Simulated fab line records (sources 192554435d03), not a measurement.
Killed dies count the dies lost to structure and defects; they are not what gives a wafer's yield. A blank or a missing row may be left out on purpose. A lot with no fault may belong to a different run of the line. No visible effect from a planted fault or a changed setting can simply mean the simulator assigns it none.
fab line records	flow n5Finfet	part 1 of 2: steps 1 to 14 of 25
[record] lots = 5	wafers = 15	lastDay = 18
route steps=1938 shown BEOL_M0_CUTY@708 BEOL_M0@715
lots untouched by any fault: they come from a run of this same line in which no faults occurred
startH: hours from the record's first day to the start of the lot's first wafer shown	waitH: hours since the lot's step before	" same as the row above	L1.1+2: one row covering several wafers at once	- either no value or no given start	* or withheld: withheld	< > ~ a bound
route shown NAME@n: NAME is a module with steps in the file, n the number in the route of the first one	usual: mean/standard deviation taken from wafers without a fault	same: alike in all rows	chamber/n: place in a boat	sites: the reading at each site	_std_site: their standard deviation	_edge_site: the outer-site mean with the inner-site mean subtracted	radiusMm: for every site, how far away it sits from the centre of the wafer	mask NAME#n: copy n	behind: the tool/chamber that last shaped the wafer	hold: why the lot was held/for how many hours/how that ended	device: whichever transistor did not switch (one of n, p or np)	end of line: at the end of the route, the tests of the same wafers	where a step has no rows: the recipe by itself	killed: dies lost to structure and defects at the first sort, not the wafer's yield	map: dies across one wafer; x = killed, . = not, _ = none there
set.NAME: the run value of the setting; set.NAME@STEP: its run value at that earlier step	model.NAME: the simulator's own value behind a step, which no gauge read
a table for each step, a row for each wafer; lots at some steps of the route
services: a tool's chamber out of use, with start hour (startH, from the record's first day; less than 0 if before it), hours out, and reason
[[steps]]
[step N5_BEOL_M0_CUTY_CD_MEAS_57]
[recipe] targetCdNm = 200	landingEnergyEv = 500	detector = seInlens	polarity = line
[usual] cdNm = 199.7/0.93
lot.wafer	tool	chamber	startH	waitH	cdNm
L079.3	cdSem-03	0	142.74	-	199.7
L079.5	"	0	"	"	201.7
L079.6	"	0	"	"	199.6
L083.3	cdSem-01	0	167.67	-	202.2
L083.4	"	0	"	"	200.4
L083.6	"	0	"	"	200.7
L084.1	cdSem-02	0	172.93	-	198.2
L084.3	"	0	"	"	198.6
L084.6	"	0	"	"	198.1
L092.1	cdSem-02	0	220.92	-	199.5
L092.4	"	0	"	"	199.8
L092.6	"	0	"	"	199.8
L095.2	cdSem-01	0	242.24	-	201.2
L095.5	"	0	"	"	200.2
L095.6	"	0	"	"	199.4
[step N5_BEOL_M0_CUTY_OVL_MEAS_58]
[recipe] pointsPerWafer = 44
[usual] M0_ABLK_OVL = -0.6/0.84
[same] pointsPerWafer = 44
lot.wafer	tool	chamber	startH	waitH	M0_ABLK_OVL[nm]
L079.3	overlay-01	0	142.76	0.0	-1.4
L079.5	"	0	"	"	-1.4
L079.6	"	0	"	"	-2.8
L083.3	overlay-02	0	167.70	0.0	-0.2
L083.4	"	0	"	"	-1.1
L083.6	"	0	"	"	-0.3
L084.1	overlay-02	0	172.96	0.0	0.4
L084.3	"	0	"	"	0.1
L084.6	"	0	"	"	-0.6
L092.1	overlay-01	0	220.96	0.0	0.2
L092.4	"	0	"	"	-0.1
L092.6	"	0	"	"	-0.7
L095.2	overlay-02	0	242.27	0.0	-0.8
L095.5	"	0	"	"	-1.8
L095.6	"	0	"	"	-1.1
[step N5_BEOL_M0_CUTY_INSPECT_59]
[recipe] mode = adi	inspectInstrument = macro
[usual] rawDefectCount = 2.2/1.5
lot.wafer	tool	chamber	startH	waitH	rawDefectCount
L079.3	defectInspect-02	-	142.79	0.0	3
L079.5	"	-	"	"	2
L079.6	"	-	"	"	2
L083.3	defectInspect-02	-	167.72	0.0	2
L083.4	"	-	"	"	1
L083.6	"	-	"	"	2
L084.1	defectInspect-02	-	172.98	0.0	2
L084.3	"	-	"	"	2
L084.6	"	-	"	"	3
L092.1	defectInspect-01	-	220.98	0.0	0
L092.4	"	-	"	"	5
L092.6	"	-	"	"	2
L095.2	defectInspect-01	-	242.29	0.0	3
L095.5	"	-	"	"	1
L095.6	"	-	"	"	2
[step N5_BEOL_M0_CUTY_DESCUM_61]
[recipe] chemistry = O2	timeS = 7.9	sourcePowerW = 50	biasPowerW = 20	pressureMtorr = 20	rfFrequencyHz = 2.712e+07	tempC = 40	resist = CAR-ArF-block	o2FlowSccm = 225
[usual] drypumpMotorCurrentA = 5.7/0.38	oesProductAu = 0.83/0.094	rfVppV = 243.2/1.7	showerheadPlenumPTorr = 2.10/0.097	throttleValvePct = 20.45/0.25
[same] timeS = 7.9
lot.wafer	tool	chamber	startH	waitH	drypumpMotorCurrentA	oesProductAu	rfHoursCounterH	rfVppV	showerheadPlenumPTorr	throttleValvePct
L079.3	rieDiel-01	2	142.82	0.0	5.1	0.98	1	242.7	2.04	20.00
L079.5	"	0	"	"	5.7	0.92	-	242.6	2.04	20.24
L079.6	"	3	"	"	6.5	0.90	-	244.8	2.24	20.66
L083.3	rieDiel-05	2	167.75	0.0	5.6	0.86	49	245.8	2.23	20.43
L083.4	"	0	"	"	5.5	0.79	113	240.1	1.94	20.81
L083.6	"	3	"	"	5.5	0.69	-	243.9	2.15	20.62
L084.1	rieDiel-01	2	173.09	0.1	5.1	0.93	13	242.5	2.03	20.01
L084.3	"	0	"	"	5.6	0.90	21	243.5	2.03	20.26
L084.6	"	2	"	"	5.1	0.93	-	243.6	2.03	20.03
L092.1	rieDiel-03	2	221.05	0.1	5.7	0.68	243	240.5	2.00	20.83
L092.4	"	3	"	"	6.5	0.70	203	242.7	2.09	20.38
L092.6	"	0	"	"	5.6	0.93	-	246.1	2.22	20.02
L095.2	rieDiel-03	1	242.32	0.0	5.4	0.84	74	245.0	2.20	20.46
L095.5	"	2	"	"	5.6	0.67	-	240.8	1.99	20.83
L095.6	"	1	"	"	5.4	0.84	-	245.0	2.20	20.45
[step N5_BEOL_M0_CUTY_ETCH_62]
[recipe] chemistry = CF4	target = SiARC	maskMaterial = CAR-ArF-block	timeS = 58.5	ionEnergyEv = 80	pressureMtorr = 40	sourceW = 545	biasW = 36	Ar_flow_sccm = 100	cf4FlowSccm = 100	ends = cleared
[usual] cf4FlowSccm = 100.03/0.3	drypumpMotorCurrentA = 5.7/0.38	etchRfOnTimeS = 58.3/1.6	oesProductAu = 0.71/0.083	rfVppV = 184.1/1.4	showerheadPlenumPTorr = 2.15/0.099	throttleValvePct = 15.59/0.22
lot.wafer	tool	chamber	startH	waitH	cf4FlowSccm	drypumpMotorCurrentA	etchRfOnTimeS	oesProductAu	rfHoursCounterH	rfVppV	showerheadPlenumPTorr	throttleValvePct
L079.3	rieDiel-01	2	142.86	0.0	100.03	5.1	58.0	0.84	1	185.6	2.10	15.24
L079.5	"	0	"	"	99.93	5.7	60.4	0.78	-	184.5	2.10	15.47
L079.6	"	3	"	"	100.18	6.5	56.8	0.79	-	185.5	2.29	15.79
L083.3	rieDiel-05	2	167.79	0.0	100.16	5.6	59.3	0.73	49	184.1	2.26	15.46
L083.4	"	0	"	"	100.61	5.5	59.4	0.67	113	181.6	1.98	15.83
L083.6	"	3	"	"	99.41	5.5	57.6	0.59	-	184.6	2.21	15.99
L084.1	rieDiel-01	2	173.13	0.0	100.61	5.1	56.2	0.81	13	184.0	2.10	15.27
L084.3	"	0	"	"	99.75	5.6	58.6	0.77	21	182.4	2.10	15.49
L084.6	"	2	"	"	100.00	5.1	56.5	0.80	-	184.0	2.10	15.26
L092.1	rieDiel-03	2	221.09	0.0	99.89	5.6	61.3	0.57	243	182.4	2.02	15.90
L092.4	"	3	"	"	99.84	6.4	58.3	0.60	203	184.0	2.12	15.51
L092.6	"	0	"	"	100.01	5.7	57.7	0.80	-	185.5	2.28	15.25
L095.2	rieDiel-03	1	242.36	0.0	99.71	5.4	56.7	0.73	74	184.2	2.24	15.54
L095.5	"	2	"	"	100.05	5.7	59.9	0.57	-	182.0	2.02	15.92
L095.6	"	1	"	"	99.39	5.4	57.0	0.73	-	185.2	2.24	15.55
[step N5_BEOL_M0_CUTY_ETCH_63]
[recipe] chemistry = N2/H2	target = SOC	targetDepthA = 827	overetchA = 165	maskMaterial = SiARC	tempC = 40	ionEnergyEv = 200	timeS = 124	pressureMtorr = 30	sourceW = 840	biasW = 150	n2FlowSccm = 200	h2FlowSccm = 200
[usual] drypumpMotorCurrentA = 5.7/0.38	oesProductAu = 0.68/0.074	rfVppV = 524/3.4	showerheadPlenumPTorr = 2.55/0.11	throttleValvePct = 17.81/0.26
[same] timeS = 124
lot.wafer	tool	chamber	startH	waitH	drypumpMotorCurrentA	oesProductAu	rfHoursCounterH	rfVppV	showerheadPlenumPTorr	throttleValvePct
L079.3	rieDiel-01	2	142.90	0.0	5.1	0.80	1	522	2.48	17.27
L079.5	"	0	"	"	5.6	0.76	-	522	2.50	17.74
L079.6	"	3	"	"	6.5	0.75	-	527	2.70	17.83
L083.3	rieDiel-05	2	167.84	0.0	5.7	0.70	49	526	2.67	17.59
L083.4	"	0	"	"	5.5	0.65	113	518	2.37	18.22
L083.6	"	3	"	"	5.5	0.57	-	526	2.62	18.03
L084.1	rieDiel-01	2	173.17	0.0	5.1	0.76	13	523	2.48	17.28
L084.3	"	0	"	"	5.6	0.73	21	523	2.50	17.76
L084.6	"	2	"	"	5.1	0.76	-	523	2.48	17.31
L092.1	rieDiel-03	2	221.13	0.0	5.7	0.56	243	519	2.42	18.17
L092.4	"	3	"	"	6.5	0.58	203	521	2.50	17.52
L092.6	"	0	"	"	5.7	0.75	-	527	2.71	17.50
L095.2	rieDiel-03	1	242.41	0.0	5.4	0.69	74	528	2.71	18.00
L095.5	"	2	"	"	5.6	0.55	-	519	2.41	18.17
L095.6	"	1	"	"	5.5	0.70	-	529	2.70	18.00
[step N5_BEOL_M0_CUTY_STRIP_64]
[recipe] chemistry = N2/H2	tempC = 40	n2FlowSccm = 200	h2FlowSccm = 200	rfFrequencyHz = 6e+07
lot.wafer	tool	chamber	startH	waitH
L079.3+5+6	rieDiel-01	2,0,3	143.02	0.1
L083.3+4+6	rieDiel-05	2,0,3	167.95	0.1
L084.1+3+6	rieDiel-01	2,0,2	173.29	0.1
L092.1+4+6	rieDiel-03	2,3,0	221.25	0.1
L095.2+5+6	rieDiel-03	1,2,1	242.52	0.1
[step N5_BEOL_M0_ETCH_138]
[recipe] chemistry = CH3F/O2	targetDepthA = 120	target = SiCN	timeS = 31.6	ionEnergyEv = 120	pressureMtorr = 30	sourceW = 395	biasW = 75	Ar_flow_sccm = 150	CH3F_flow_sccm = 30	O2_flow_sccm = 20	ends = cleared
[usual] drypumpMotorCurrentA = 5.7/0.38	etchRfOnTimeS = 29.5/0.89	oesProductAu = 0.71/0.082	rfVppV = 297.4/2.1	showerheadPlenumPTorr = 2.01/0.094	throttleValvePct = 16.30/0.23
lot.wafer	tool	chamber	startH	waitH	drypumpMotorCurrentA	etchRfOnTimeS	oesProductAu	rfHoursCounterH	rfVppV	showerheadPlenumPTorr	throttleValvePct
L079.3	rieDiel-01	2	143.03	0.0	5.1	28.8	0.85	2	295.7	1.95	15.91
L079.5	"	0	"	"	5.6	29.9	0.79	-	296.8	1.97	16.20
L079.6	"	3	"	"	6.5	29.1	0.79	-	298.5	2.15	16.48
L083.3	rieDiel-05	2	167.96	0.0	5.6	30.0	0.73	49	298.8	2.11	16.12
L083.4	"	0	"	"	5.5	31.7	0.67	113	294.9	1.85	16.60
L083.6	"	3	"	"	5.5	30.2	0.60	-	298.7	2.06	16.63
L084.1	rieDiel-01	2	173.30	0.0	5.1	29.0	0.80	13	297.5	1.95	15.93
L084.3	"	0	"	"	5.6	30.1	0.77	21	297.4	1.96	16.22
L084.6	"	2	"	"	5.1	29.9	0.79	-	298.2	1.95	15.94
L092.1	rieDiel-03	2	221.26	0.0	5.7	29.0	0.58	243	294.9	1.89	16.64
L092.4	"	3	"	"	6.4	28.8	0.61	204	297.4	1.98	16.20
L092.6	"	0	"	"	5.7	29.2	0.79	-	300.5	2.13	15.89
L095.2	rieDiel-03	1	242.53	0.0	5.5	28.1	0.73	74	299.0	2.11	16.34
L095.5	"	2	"	"	5.6	29.9	0.57	-	294.0	1.89	16.65
L095.6	"	1	"	"	5.4	28.8	0.73	-	301.1	2.11	16.34
[step N5_BEOL_M0_HM_OPEN_105]
[recipe] chemistry = Cl2/BCl3	targetDepthA = 120	target = TiN	ionEnergyEv = 150	pressureMtorr = 10	icpW = 1000	biasW = 126	Cl2_flow_sccm = 53.25	bcl3FlowSccm = 21.75	Ar_flow_sccm = 25
[usual] drypumpMotorCurrentA = 5.5/0.35	mfcCl2Sccm = 53.24/0.15	oesProductAu = 0.69/0.051	throttleValvePct = 22.1/0.33
lot.wafer	tool	chamber	startH	waitH	drypumpMotorCurrentA	mfcCl2Sccm	oesProductAu	rfHoursCounterH	throttleValvePct
L079.3	rieMetal-03	0	143.20	0.1	5.3	52.83	0.64	-	22.4
L079.5	"	0	"	"	5.3	52.89	0.65	-	22.4
L079.6	"	1	"	"	6.0	53.27	0.81	-	21.9
L083.3	rieMetal-03	1	171.34	3.3	6.1	53.27	0.81	-	21.9
L083.4	"	1	"	"	6.1	53.42	0.80	-	21.9
L083.6	"	1	"	"	6.0	53.14	0.81	-	21.9
L084.1	rieMetal-01	1	173.40	0.1	5.3	53.20	0.70	60	21.8
L084.3	"	0	"	"	5.6	53.29	0.67	-	22.1
L084.6	"	0	"	"	5.6	53.37	0.67	-	22.1
L092.1	rieMetal-01	1	222.77	1.5	5.3	53.35	0.68	64	21.8
L092.4	"	0	"	"	5.6	53.26	0.65	-	22.1
L092.6	"	0	"	"	5.6	53.21	0.66	-	22.1
L095.2	rieMetal-01	0	242.88	0.3	5.6	53.37	0.65	91	22.1
L095.5	"	0	"	"	5.6	53.28	0.65	-	22.1
L095.6	"	1	"	"	5.3	53.22	0.69	-	21.8
[step N5_BEOL_M0_STRIP_140]
[recipe] chemistry = CF4	resist = SiARC	powerW = 300	biasPowerW = 75	pressureMtorr = 50	cf4FlowSccm = 150	rfFrequencyHz = 6e+07
[usual] cf4FlowSccm = 150.0/0.46	drypumpMotorCurrentA = 5.7/0.4	oesProductAu = 0.82/0.09	rfVppV = 271.4/2.1	showerheadPlenumPTorr = 1.80/0.079	throttleValvePct = 13.51/0.21
lot.wafer	tool	chamber	startH	waitH	cf4FlowSccm	drypumpMotorCurrentA	oesProductAu	rfHoursCounterH	rfVppV	showerheadPlenumPTorr	throttleValvePct
L079.3	rieDiel-01	2	143.32	0.1	149.9	5.1	0.96	2	268.0	1.77	13.23
L079.5	"	1	"	"	149.6	5.9	0.88	-	268.3	1.76	13.33
L079.6	"	2	"	"	150.1	5.1	0.95	-	271.6	1.77	13.21
L083.3	rieDiel-03	2	171.62	0.2	149.8	5.7	0.68	228	269.0	1.69	13.88
L083.4	"	2	"	"	150.0	5.6	0.69	-	270.9	1.69	13.86
L083.6	"	1	"	"	150.0	5.4	0.86	-	272.7	1.87	13.39
L084.1	rieDiel-01	2	173.57	0.1	149.9	5.1	0.92	13	269.2	1.76	13.23
L084.3	"	1	"	"	149.9	5.8	0.87	56	270.9	1.76	13.38
L084.6	"	0	"	"	150.0	5.6	0.89	-	272.8	1.76	13.43
L092.1	rieDiel-01	1	222.95	0.1	150.4	5.8	0.85	74	269.7	1.76	13.42
L092.4	"	2	"	"	150.4	5.1	0.88	21	269.2	1.76	13.26
L092.6	"	1	"	"	149.8	5.8	0.85	-	271.7	1.76	13.43
L095.2	rieDiel-01	1	243.42	0.5	150.1	5.8	0.83	80	269.0	1.75	13.43
L095.5	"	2	"	"	150.0	5.1	0.88	-	268.5	1.76	13.27
L095.6	"	1	"	"	150.6	5.9	0.83	-	271.0	1.75	13.41
[step N5_BEOL_M0_STRIP_104]
[recipe] chemistry = N2/H2	powerW = 450	tempC = 40	pressureMtorr = 20	rfFrequencyHz = 6e+07	overashFraction = 0.3	biasPowerW = 7	h2Frac = 0.5	n2FlowSccm = 200	h2FlowSccm = 200
[usual] drypumpMotorCurrentA = 5.7/0.41	oesProductAu = 0.84/0.094	rfVppV = 59.3/1.7	showerheadPlenumPTorr = 2.55/0.11	throttleValvePct = 23.6/0.34
lot.wafer	tool	chamber	startH	waitH	drypumpMotorCurrentA	oesProductAu	rfHoursCounterH	rfVppV	showerheadPlenumPTorr	throttleValvePct
L079.3	rieDiel-01	2	143.34	0.0	5.1	0.98	2	58.1	2.48	23.0
L079.5	"	1	"	"	5.9	0.91	-	57.9	2.50	23.9
L079.6	"	2	"	"	5.1	0.97	-	58.0	2.48	22.9
L083.3	rieDiel-03	2	171.64	0.0	5.6	0.69	228	57.7	2.42	23.9
L083.4	"	2	"	"	5.7	0.68	-	60.6	2.42	23.9
L083.6	"	1	"	"	5.4	0.88	-	62.3	2.71	24.0
L084.1	rieDiel-01	2	173.59	0.0	5.1	0.94	13	60.2	2.47	23.0
L084.3	"	1	"	"	5.8	0.88	56	61.9	2.49	23.9
L084.6	"	0	"	"	5.6	0.91	-	59.2	2.49	23.6
L092.1	rieDiel-01	1	222.97	0.0	5.8	0.87	74	56.4	2.49	23.9
L092.4	"	2	"	"	5.1	0.91	21	59.7	2.47	23.0
L092.6	"	1	"	"	5.8	0.87	-	58.5	2.49	23.9
L095.2	rieDiel-01	1	243.44	0.0	5.8	0.86	80	58.9	2.48	23.9
L095.5	"	2	"	"	5.1	0.90	-	58.6	2.46	23.0
L095.6	"	1	"	"	5.8	0.86	-	60.2	2.48	23.9
[step N5_BEOL_M0_WET_ETCH_106]
[recipe] chemistry = DHF	dilution = 10:1	tempC = 25	target = SiO2	targetDepthA = 1300	dry = ipaMarangoni	rinseTimeS = 30	rinseTempC = 23
[same] rinseTimeS = 30
lot.wafer	tool	chamber	startH	waitH
L079.3+5+6	wetBench-01	4,0,5	143.40	-
L083.3+4+6	wetBench-03	3,0,4	171.71	-
L084.1+3+6	wetBench-02	4,0,3	173.66	-
L092.1+4+6	wetBench-01	3,6,2	223.04	-
L095.2+5+6	wetBench-01	4,0,1	243.51	-
[step N5_BEOL_M0_ETCH_128]
[recipe] chemistry = CF4/N2	targetDepthA = 120	overetchA = 51	target = SiCN	timeS = 21.4	ionEnergyEv = 150	pressureMtorr = 40	sourceW = 430	biasW = 70	Ar_flow_sccm = 100	cf4FlowSccm = 60	n2FlowSccm = 60
[usual] cf4FlowSccm = 60.01/0.17	drypumpMotorCurrentA = 5.8/0.42	oesProductAu = 0.57/0.063	rfVppV = 382.8/2.5	showerheadPlenumPTorr = 2.23/0.099	throttleValvePct = 15.38/0.24
[same] timeS = 21.4
lot.wafer	tool	chamber	startH	waitH	cf4FlowSccm	drypumpMotorCurrentA	oesProductAu	rfHoursCounterH	rfVppV	showerheadPlenumPTorr	throttleValvePct
L079.3	rieDiel-05	2	143.62	0.2	60.24	5.6	0.61	40	384.8	2.33	15.23
L079.5	"	3	"	"	59.84	5.5	0.48	-	384.8	2.28	15.77
L079.6	"	0	"	"	59.70	5.6	0.56	-	379.0	2.04	15.68
L083.3	rieDiel-01	1	171.79	0.0	60.02	5.9	0.61	56	380.8	2.16	15.23
L083.4	"	3	"	"	59.98	6.5	0.64	29	386.8	2.36	15.60
L083.6	"	2	"	"	60.04	5.1	0.65	-	381.3	2.15	15.04
L084.1	rieDiel-01	2	173.72	0.0	59.87	5.1	0.64	13	379.7	2.15	15.05
L084.3	"	0	"	"	60.13	5.6	0.63	21	381.7	2.17	15.31
L084.6	"	3	"	"	60.01	6.5	0.62	-	385.6	2.36	15.60
L092.1	rieDiel-01	1	223.10	0.0	60.00	5.8	0.58	74	380.2	2.16	15.25
L092.4	"	3	"	"	59.97	6.5	0.59	47	384.7	2.35	15.65
L092.6	"	3	"	"	59.92	6.4	0.59	-	386.3	2.35	15.64
L095.2	rieDiel-03	3	244.33	0.8	59.99	6.4	0.48	211	381.3	2.18	15.35
L095.5	"	1	"	"	60.00	5.4	0.58	-	385.0	2.32	15.41
L095.6	"	0	"	"	60.04	5.6	0.62	-	384.7	2.35	15.06
[step N5_BEOL_M0_TRENCH_ETCH_107]
[recipe] chemistry = C4F6/O2	targetDepthA = 328	target = SiOC	timeS = 16.4	ionEnergyEv = 250	pressureMtorr = 30	sourceW = 355	biasW = 185	Ar_flow_sccm = 300	C4F6_flow_sccm = 10	O2_flow_sccm = 10
[usual] drypumpMotorCurrentA = 5.8/0.42	oesProductAu = 0.83/0.095	rfVppV = 677/11	showerheadPlenumPTorr = 2.87/0.13	throttleValvePct = 20.82/0.26
[same] timeS = 16.4
lot.wafer	tool	chamber	startH	waitH	drypumpMotorCurrentA	oesProductAu	rfHoursCounterH	rfVppV	showerheadPlenumPTorr	throttleValvePct
L079.3	rieDiel-05	2	143.66	0.0	5.6	0.87	40	682	2.99	20.63
L079.5	"	3	"	"	5.5	0.71	-	678	2.93	21.08
L079.6	"	0	"	"	5.5	0.80	-	653	2.64	21.11
L083.3	rieDiel-01	1	171.83	0.0	5.8	0.89	56	661	2.79	20.71
L083.4	"	3	"	"	6.5	0.90	29	684	3.05	21.20
L083.6	"	2	"	"	5.1	0.93	-	689	2.77	20.46
L084.1	rieDiel-01	2	173.76	0.0	5.1	0.94	13	689	2.77	20.45
L084.3	"	0	"	"	5.7	0.91	21	670	2.79	20.81
L084.6	"	3	"	"	6.5	0.90	-	685	3.05	21.19
L092.1	rieDiel-01	1	223.14	0.0	5.8	0.87	74	659	2.78	20.73
L092.4	"	3	"	"	6.5	0.87	47	684	3.04	21.22
L092.6	"	3	"	"	6.5	0.87	-	685	3.04	21.23
L095.2	rieDiel-03	3	244.37	0.0	6.4	0.70	211	689	2.81	20.66
L095.5	"	1	"	"	5.5	0.84	-	687	3.00	20.93
L095.6	"	0	"	"	5.6	0.90	-	680	3.01	20.46
